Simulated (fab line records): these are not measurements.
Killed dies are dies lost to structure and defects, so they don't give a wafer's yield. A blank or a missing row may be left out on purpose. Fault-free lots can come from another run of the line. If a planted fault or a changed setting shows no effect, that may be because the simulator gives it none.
A struck lot beside a sound one || flow n5_finfet || 15 steps out of a route of 1938
Sound: the wafers L821.1, L821.2, L821.5. Struck: wafer L828.6 (left out: L828.2, L828.3 of the same lot, which were not struck); the cause appears at the end.
At each step with rows: each side's tool, then ch and its chambers, then its first start. Under that, the readings that differ: sound wafers || struck wafers || difference of the means || sigmas: that difference in standard deviations of wafers without a fault.
alike: same words and numbers on both sides, and readings whose means sit less than 2 such deviations apart. not compared: any withheld reading, any reading some wafer has no value for, any bound like >300 that may hide the same value, and any number with overlapping values for which the record gives no deviation.
The two part at a step that has a row with sigmas, a row that says differs or no value, or rows on one side only. Numbers that have no deviation but don't overlap get no sigmas and don't part them. A reading that every wafer of one side lacks parts them only if that side has two wafers or more.

first, 1 step without rows for these wafers: N5_BEOL_M10_CURE_72 (cures SiCOH lowk, time 120 s).
N5_BEOL_M10_DEGAS_44: time 60 s.
  sound: pvd_sputter-02 at day 11 15:52; struck: pvd_sputter-03 at day 14 02:55
  alike: heater_power_w
then, 1 step without rows for these wafers: N5_BEOL_M10_PRE_CLEAN_45 (time 30 s).
N5_BEOL_M10_ALD_74: deposits TaN, target thk 2 nm, pulse time 2 s, purge time 3 s.
  sound on ald_metal-02 ch 1,2,3, day 11 15:58; struck on ald_metal-03 ch 3, day 14 03:02
  alike: heater_power_w
N5_BEOL_M10_SURFACE_TREAT_76:
  sound: pvd_sputter-03 at day 11 16:31; struck: pvd_sputter-01 at day 14 03:25
  not compared: throttle_valve_pct
then, 1 step without rows for these wafers: N5_BEOL_M10_CVD_75 (deposits Co from CCTBA/H2, target thk 2 nm, time 138.9 s).
N5_BEOL_M10_SPUTTER_48: material Cu, target thk 12 nm, time 2 s.
  sound: pvd_sputter-03 at day 11 16:45; struck: pvd_sputter-01 at day 14 03:42
  alike: throttle_valve_pct
then, 2 steps without rows for these wafers: N5_BEOL_M10_ECD_50 (material Cu, target thk 318 nm); N5_BEOL_M10_ANNEAL_51 (time 90 s).
N5_BEOL_M10_CMP_52: polishes, stops on SiCOH lowk, t overpolish 7 s, target thk 140 nm.
  sound on cmp-03 ch 0,3, day 11 17:21; struck on cmp-03 ch 1, day 14 04:54
{"reading": "motor_current_A (A)", "sound": "5.7 5.4 5.3", "struck": 6.3, "difference": "+0.8", "sigmas": "+2"}
  alike: barrier_field_endpoint_s, clearing_platen_rpm, overpolish_run_s, time_to_endpoint_s
N5_BEOL_M10_THK_MEAS_53: measures by xrf.
  sound: film_metro-02 at day 11 17:37; struck: film_metro-02 at day 14 05:10
  alike: M10_THK
then, 1 step without rows for these wafers: N5_BEOL_M10_PRE_CLEAN_55 (time 15 s).
N5_BEOL_M10_DEP_56: deposits SiCN from 3MS/NH3, target thk 15 nm, time 26.5 s.
  sound on pecvd-01 ch 0,2, day 11 17:40; struck on pecvd-02 ch 2, day 14 05:13
{"reading": "model.SiCN_of_BEOL_M10_DEP_56.thk_nm (nm)", "sound": "14.6 14.8 15", "struck": 18.2, "difference": "+3.4", "sigmas": ""}
  alike: rf_fwd_power_W, showerhead_plenum_p_Torr, throttle_valve_pct
N5_BEOL_M10_RS_MEAS_57: the measuring method here is four-point-probe.
  sound: film_metro-01 at day 11 17:45; struck: film_metro-02 at day 14 05:17
  alike: M10_RS
N5_PASSIVATION_PROBE_49:
  sound: prober-02 at day 13 19:47; struck: prober-02 at day 16 03:31
{"reading": "killed_at_contacts", "sound": "13 13 32", "struck": 7, "difference": -12, "sigmas": -2}
{"reading": "killed_open", "sound": "72 89 97", "struck": 54, "difference": -32, "sigmas": -2}
{"reading": "sort_bin_6_memory (%)", "sound": "3.1 4.2 4.1", "struck": 2.1, "difference": -1.7, "sigmas": -2}
  alike: defect_limited_yield, killed_at_M0_to_M3, killed_at_M4_up, killed_at_front_end, killed_at_other, killed_dies, killed_on_rim, killed_short, sort_bin_5_function, sort_n_pass, sort_yield_pct

WHERE THEY PART
Last at N5_PASSIVATION_PROBE_49 as far as this record goes, first at N5_BEOL_M10_CMP_52.

WHY: what had been put in by the simulator
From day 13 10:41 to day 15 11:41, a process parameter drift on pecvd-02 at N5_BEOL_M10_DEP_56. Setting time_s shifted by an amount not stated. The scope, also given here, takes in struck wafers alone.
